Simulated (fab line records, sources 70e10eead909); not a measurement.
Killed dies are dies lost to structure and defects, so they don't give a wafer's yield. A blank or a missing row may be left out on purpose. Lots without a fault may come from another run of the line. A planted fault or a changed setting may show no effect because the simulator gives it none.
Chamber matching | flow nand_harc | NHARC_A_STAIRCASE_ALD_415 on ald_hk-02: 4 sister chambers
The step deposits SiO2, target thk 30 nm, pulse time 6 s, ald cycles 300. 4 wafers are shown with their chamber, then 11 later ones without.

WAFERS WITH THEIR CHAMBER
wafer  | chamber | heater_power_w (W)
L082.5 | 0       | 386
L082.2 | 1       | 465
L091.2 | 2       | 457
L093.2 | 3       | 468

WAFERS WITHOUT THEIR CHAMBER
wafer  | heater_power_w (W)
L093.3 | 405
L093.5 | 468
L095.3 | 394
L095.5 | 459
L095.6 | 460
L094.1 | 410
L094.3 | 472
L094.4 | 463
L097.2 | 398
L097.3 | 464
L097.4 | 457

WHICH CHAMBER EACH WENT THROUGH
wafer  | from the rows above          | in truth
L093.3 | 0                            | 0
L093.5 | can't be placed: 3 or 1 or 2 | 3
L095.3 | 0                            | 0
L095.5 | can't be placed: 2 or 1 or 3 | 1
L095.6 | can't be placed: 2 or 1 or 3 | 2
L094.1 | 0                            | 0
L094.3 | can't be placed: 3 or 1 or 2 | 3
L094.4 | can't be placed: 1 or 3 or 2 | 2
L097.2 | 0                            | 0
L097.3 | can't be placed: 1 or 3 or 2 | 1
L097.4 | can't be placed: 2 or 1 or 3 | 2
Placed correctly: 4 of 11. Can't be placed from these rows: 7 (the true chamber is among the candidates in 7). Placed wrongly: 0.
How it was worked out, from the rows above alone: a wafer's distance from a chamber is the root of the sum, over the readings, of the square of ((its reading less the chamber's mean) divided by the reading's scatter). The wafer belongs to the nearest chamber; if the next one is less than 2 further off, it can't be placed. A chamber's mean is the mean of its shown wafers. The scatter: with one shown wafer a chamber, the root of the mean of the squares of how far each hidden wafer lies from its nearest shown one.
